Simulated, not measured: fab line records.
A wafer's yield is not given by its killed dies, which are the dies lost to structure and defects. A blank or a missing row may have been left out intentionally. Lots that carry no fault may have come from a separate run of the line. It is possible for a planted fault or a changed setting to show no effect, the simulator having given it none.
Shared-tool check :: flow n5 finfet :: Lots sampled 8, wafers sampled 24

== THE REASON FOR OPENING IT ==
At N5_BEOL_M3_INSPECT_30 the reading raw defect count is flagged on 2 of 8 lots. No-fault wafers: 409, standard deviation 84.
Rule: flag the lot when none of its wafers has a number, or when each of its wafers that has one lies beyond 4 standard deviations from that mean. As for the other lots, they are considered sound.

lot: L332
measured: day 7 00:32
on: defect inspect-02
raw defect count, wafer by wafer: 402 520 432
flag: 

lot: L339
measured: day 8 11:34
on: defect inspect-01
raw defect count, wafer by wafer: 611 526 534
flag: 

lot: L341
measured: day 9 09:00
on: defect inspect-01
raw defect count, wafer by wafer: 328 303 421
flag: 

lot: L343
measured: day 9 19:38
on: defect inspect-02
raw defect count, wafer by wafer: 320 345 362
flag: 

lot: L347
measured: day 10 19:40
on: defect inspect-02
raw defect count, wafer by wafer: 385 525 459
flag: 

lot: L350
measured: day 11 15:10
on: defect inspect-02
raw defect count, wafer by wafer: 489 369 342
flag: 

lot: L354
measured: day 12 18:45
on: defect inspect-02
raw defect count, wafer by wafer: 1580 1569 1493
flag: FLAGGED

lot: L355
measured: day 13 02:57
on: defect inspect-01
raw defect count, wafer by wafer: 1468 1458 1363
flag: FLAGGED
The mean of the flagged lots' numbers is 1488, +1080 from the usual (+13 standard deviations).

== TOOL THAT RAN EACH LOT ==
The record holds 3 process steps before the reading, out of a route of 1938 steps. Every cell lists first the tool, next ch and the chambers used by the sampled wafers, and last the start.
lot: L332
flag: 
N5_BEOL_M3_ETCH_64: rie diel-04 ch 1,2,3, day 6 23:47
N5_BEOL_M3_STRIP_66: rie diel-04 ch 1,2,3, day 6 23:55
N5_BEOL_M3_STRIP_19: rie diel-06 ch 1,2,3, day 7 00:04

lot: L339
flag: 
N5_BEOL_M3_ETCH_64: rie diel-04 ch 1,3, day 8 10:49
N5_BEOL_M3_STRIP_66: rie diel-04 ch 1,3, day 8 10:56
N5_BEOL_M3_STRIP_19: rie diel-06 ch 0,3, day 8 11:05

lot: L341
flag: 
N5_BEOL_M3_ETCH_64: rie diel-06 ch 1,2,3, day 9 07:59
N5_BEOL_M3_STRIP_66: rie diel-06 ch 1,2,3, day 9 08:07
N5_BEOL_M3_STRIP_19: rie diel-03 ch 0,1, day 9 08:24

lot: L343
flag: 
N5_BEOL_M3_ETCH_64: rie diel-03 ch 1,3, day 9 18:44
N5_BEOL_M3_STRIP_66: rie diel-03 ch 1,3, day 9 18:52
N5_BEOL_M3_STRIP_19: rie diel-03 ch 0,3, day 9 19:01

lot: L347
flag: 
N5_BEOL_M3_ETCH_64: rie diel-03 ch 0,2,3, day 10 18:54
N5_BEOL_M3_STRIP_66: rie diel-03 ch 0,2,3, day 10 19:02
N5_BEOL_M3_STRIP_19: rie diel-06 ch 1,2,3, day 10 19:11

lot: L350
flag: 
N5_BEOL_M3_ETCH_64: rie diel-06 ch 0,1,2, day 11 14:16
N5_BEOL_M3_STRIP_66: rie diel-06 ch 0,1,2, day 11 14:23
N5_BEOL_M3_STRIP_19: rie diel-04 ch 1,2, day 11 14:33

lot: L354
flag: FLAGGED
N5_BEOL_M3_ETCH_64: rie diel-06 ch 0,1,3, day 12 18:00
N5_BEOL_M3_STRIP_66: rie diel-06 ch 0,1,3, day 12 18:08
N5_BEOL_M3_STRIP_19: rie diel-06 ch 1,2,3, day 12 18:17

lot: L355
flag: FLAGGED
N5_BEOL_M3_ETCH_64: rie diel-06 ch 0,1, day 13 02:03
N5_BEOL_M3_STRIP_66: rie diel-06 ch 0,1, day 13 02:11
N5_BEOL_M3_STRIP_19: rie diel-03 ch 0,1,3, day 13 02:20
What these steps do:
- N5_BEOL_M3_ETCH_64: etches SOC in N2/H2, target depth 75 nm, overetch 15 nm, time 112.5 s.
- N5_BEOL_M3_STRIP_66: strips in CF4.
- N5_BEOL_M3_STRIP_19: strips in O2.
- N5_BEOL_M3_INSPECT_30: inspects for defects (brightfield).

== FLAGGED OVER TOTAL, TOOL BY TOOL (the gauges that took the reading come last) ==
step: N5_BEOL_M3_ETCH_64
tool: rie diel-03
lots run: 2
flagged: 0
share of the flagged lots: none
sound lots run after its first flagged lot: -

step: N5_BEOL_M3_ETCH_64
tool: rie diel-04
lots run: 2
flagged: 0
share of the flagged lots: none
sound lots run after its first flagged lot: -

step: N5_BEOL_M3_ETCH_64
tool: rie diel-06
lots run: 4
flagged: 2
share of the flagged lots: all
sound lots run after its first flagged lot: 0

step: N5_BEOL_M3_STRIP_66
tool: rie diel-03
lots run: 2
flagged: 0
share of the flagged lots: none
sound lots run after its first flagged lot: -

step: N5_BEOL_M3_STRIP_66
tool: rie diel-04
lots run: 2
flagged: 0
share of the flagged lots: none
sound lots run after its first flagged lot: -

step: N5_BEOL_M3_STRIP_66
tool: rie diel-06
lots run: 4
flagged: 2
share of the flagged lots: all
sound lots run after its first flagged lot: 0

step: N5_BEOL_M3_STRIP_19
tool: rie diel-03
lots run: 3
flagged: 1
share of the flagged lots: some
sound lots run after its first flagged lot: 0

step: N5_BEOL_M3_STRIP_19
tool: rie diel-04
lots run: 1
flagged: 0
share of the flagged lots: none
sound lots run after its first flagged lot: -

step: N5_BEOL_M3_STRIP_19
tool: rie diel-06
lots run: 4
flagged: 1
share of the flagged lots: some
sound lots run after its first flagged lot: 0

step: N5_BEOL_M3_INSPECT_30
tool: defect inspect-01
lots run: 3
flagged: 1
share of the flagged lots: some
sound lots run after its first flagged lot: 0

step: N5_BEOL_M3_INSPECT_30
tool: defect inspect-02
lots run: 5
flagged: 1
share of the flagged lots: some
sound lots run after its first flagged lot: 0

== WHAT IS ALLOWED BY THE TABLE ==
2 rows of the table ran every flagged lot: rie diel-06 at N5_BEOL_M3_ETCH_64, rie diel-06 at N5_BEOL_M3_STRIP_66.
- rie diel-06 at N5_BEOL_M3_ETCH_64 ran 4 lots, 2 of them flagged. A fault beginning between L350 (day 11 14:16), its last sound lot, and L354 (day 12 18:00), its first flagged one, fits the data.
- rie diel-06 at N5_BEOL_M3_STRIP_66 ran 4 lots, 2 of them flagged. A fault beginning between L350 (day 11 14:23), its last sound lot, and L354 (day 12 18:08), its first flagged one, fits the data.
Just one tool remains: rie diel-06 at N5_BEOL_M3_ETCH_64 and N5_BEOL_M3_STRIP_66.

== WHAT THE SIMULATOR HAD INSERTED ==
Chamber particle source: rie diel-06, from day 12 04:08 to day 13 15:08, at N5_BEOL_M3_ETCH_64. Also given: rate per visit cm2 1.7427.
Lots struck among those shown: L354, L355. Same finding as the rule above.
